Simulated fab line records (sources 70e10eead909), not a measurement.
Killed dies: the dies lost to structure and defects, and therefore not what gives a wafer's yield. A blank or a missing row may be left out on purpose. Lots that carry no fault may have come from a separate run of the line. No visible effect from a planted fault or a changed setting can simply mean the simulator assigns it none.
Code-filled problem report in 8D (eight disciplines) form | flow nandHarc | the parts of the form that need people (team, actions taken, sign-off) are left out

1. WHAT WENT WRONG
Wafers without a fault read 1001 nm, standard deviation 11; thkNm at NHARC_A_ONON_D1_THK_MEAS_08 reads a mean of 330 nm on 3 wafers belonging to 2 lots. Measured from the usual mean, that is -61 standard deviations.
The step: measures by ellipsometry.
Seen first at day 9 23:37 on filmMetro-01, wafer L683.5. The record has a number at this step for 42 wafers belonging to 14 lots. The rule behind "out" and "out of limits": a value lying over 4 standard deviations away from the usual mean. The other wafers with a number count as sound.

2. WHAT IT IS AND WHAT IT IS NOT
question                    | is                         | is not
which readings at this step | thkNm                      | -
which lots                  | L683, L685                 | L678, L679, L684, L687, L690, L691, L692, L693, L696, L698, L699, L701
which wafers of those lots  | L683.5, L683.6, L685.6     | L683.3, L685.2, L685.3
read on which gauges        | filmMetro-01, filmMetro-02 | -
when                        | from day 9 23:37           | up to then (7 sound wafers); but 32 sound wafers of L684, L685, L687, L690, L691, L692, L693, L696, L698, L699, L701 came after

3. WHAT RULES OUT EACH SUSPECT
Counting: if a tool at a process step up to the reading ran every lot that is out, it stays a suspect. Sound lots after the first of them don't rule it out here, since some wafers of a struck lot are sound.
- the gauge at NHARC_A_ONON_D1_THK_MEAS_08: ruled out. 2 gauges (filmMetro-01, filmMetro-02) read the wafers that are out.
- pecvdOnon-01 at NHARC_A_ONON_D1_DEP_06 (target thk 1000 nm): kept. Every lot that is out went through it, the first being L683 (day 9 23:13); the last sound lot it ran before that was L678 (day 7 10:18).
After counting, what remains is pecvdOnon-01 at NHARC_A_ONON_D1_DEP_06.

4. THE CAUSE (what the simulator had put in)
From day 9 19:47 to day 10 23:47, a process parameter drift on pecvdOnon-01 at NHARC_A_ONON_D1_DEP_06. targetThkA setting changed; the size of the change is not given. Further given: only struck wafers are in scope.
This tool alone remained once counting was done.

5. SEQUENCE OF EFFECTS, ordered by route
One row per reading whose mean, taken over the struck wafers that have a number, lies over 3 standard deviations from the usual. Readings are gone through only where the record gives a usual standard deviation; hours: the median, over the lots, of the time from a lot's start at the first step in this table giving one to that lot's start at this step; sigmas: the change measured in usual standard deviations.
hours | step                        | reading       | usual   | on struck wafers | change | sigmas
0     | NHARC_A_ONON_D1_THK_MEAS_08 | thkNm         | 1001 nm | 330              | -671   | -61
425   | NHARC_END_SORT_01           | killedAtArray | 64      | 673              | +609   | +30
425   | NHARC_END_SORT_01           | killedDies    | 68      | 677              | +609   | +30

6. HOW IT WOULD HAVE BEEN CAUGHT EARLIER
4 hours passed between the start of the fault at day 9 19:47 and the first reading out of limits at a measuring or inspecting step in this record, taken at day 9 23:37.
Among the 2 lots that are out, L685 began NHARC_A_ONON_D1_DEP_06 on pecvdOnon-01 after day 9 23:37. Had the tool been put on hold then, it would have been spared.
